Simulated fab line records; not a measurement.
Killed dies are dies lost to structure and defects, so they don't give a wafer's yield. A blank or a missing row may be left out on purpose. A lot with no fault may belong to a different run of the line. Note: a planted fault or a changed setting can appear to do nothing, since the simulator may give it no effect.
One fault seen from 2 desks + flow nandHarc + each desk has only its own numbers; what lay behind them comes last

## AT THE METROLOGY DESK
What the gauges read, lot by lot, whatever tool the lot ran on: means of the sampled wafers that have a number. Any lot whose mean is over 4 standard deviations away from the usual mean is out of limits and marked OUT; that distance is given in the brackets.
Columns: A = cdNm at NHARC_THIN_TSV_CD_MEAS_37, usual 5000.0 nm
| lot  | first seen here | A      |
|------|-----------------|--------|
| L353 | day 24 18:29    | 5004.2 |
| L356 | day 25 18:22    | 4997.3 |
| L361 | day 28 05:27    | 4997.5 |
| L360 | day 28 15:17    | 4999.6 |
| L357 | day 28 16:40    | 4998.5 |
| L359 | day 29 10:41    | 5001.1 |
| L358 | day 30 13:47    | 4997.7 |
| L367 | day 30 20:49    | 5000.5 |
| L370 | day 31 07:05    | 4997.9 |
| L371 | day 32 00:02    | 4997.8 |
| L373 | day 32 11:41    | 5001.7 |
| L374 | day 33 15:08    | 5002.5 |
| L375 | day 33 16:16    | 5002.1 |
This desk's finding: nothing out of limits on any of the 13 lots.

## THE TOOL OWNER'S DESK: aldHk-04
The tool's own readings at NHARC_A_CHANNEL_FILL_D1_ALD_02 (deposits SiO2, target thk 6 nm, pulse time 10 s, ald cycles 60): means of the sampled wafers that have a number, for each lot that ran on this tool. Any lot whose mean is over 4 standard deviations away from the usual mean is out of limits and marked OUT; that distance is given in the brackets.
Columns: A = heaterPowerW at NHARC_A_CHANNEL_FILL_D1_ALD_02, usual 481 W; B = precursorPulseHeightRel at NHARC_A_CHANNEL_FILL_D1_ALD_02, usual 0.997
| lot  | first seen here | A   | B     |
|------|-----------------|-----|-------|
| L356 | day 9 20:59     | 456 | 1.005 |
| L360 | day 13 02:12    | 444 | 0.979 |
| L367 | day 15 00:52    | 433 | 0.992 |
| L374 | day 18 02:05    | 464 | 0.999 |
| L375 | day 18 04:55    | 449 | 0.986 |
This desk's finding: nothing out of limits on any of the 5 lots.

## ALL TOGETHER
Metrology desk: nothing out of limits seen.
The desk of the tool owner found nothing out of limits.

## WHAT THE SIMULATOR HAD INSERTED
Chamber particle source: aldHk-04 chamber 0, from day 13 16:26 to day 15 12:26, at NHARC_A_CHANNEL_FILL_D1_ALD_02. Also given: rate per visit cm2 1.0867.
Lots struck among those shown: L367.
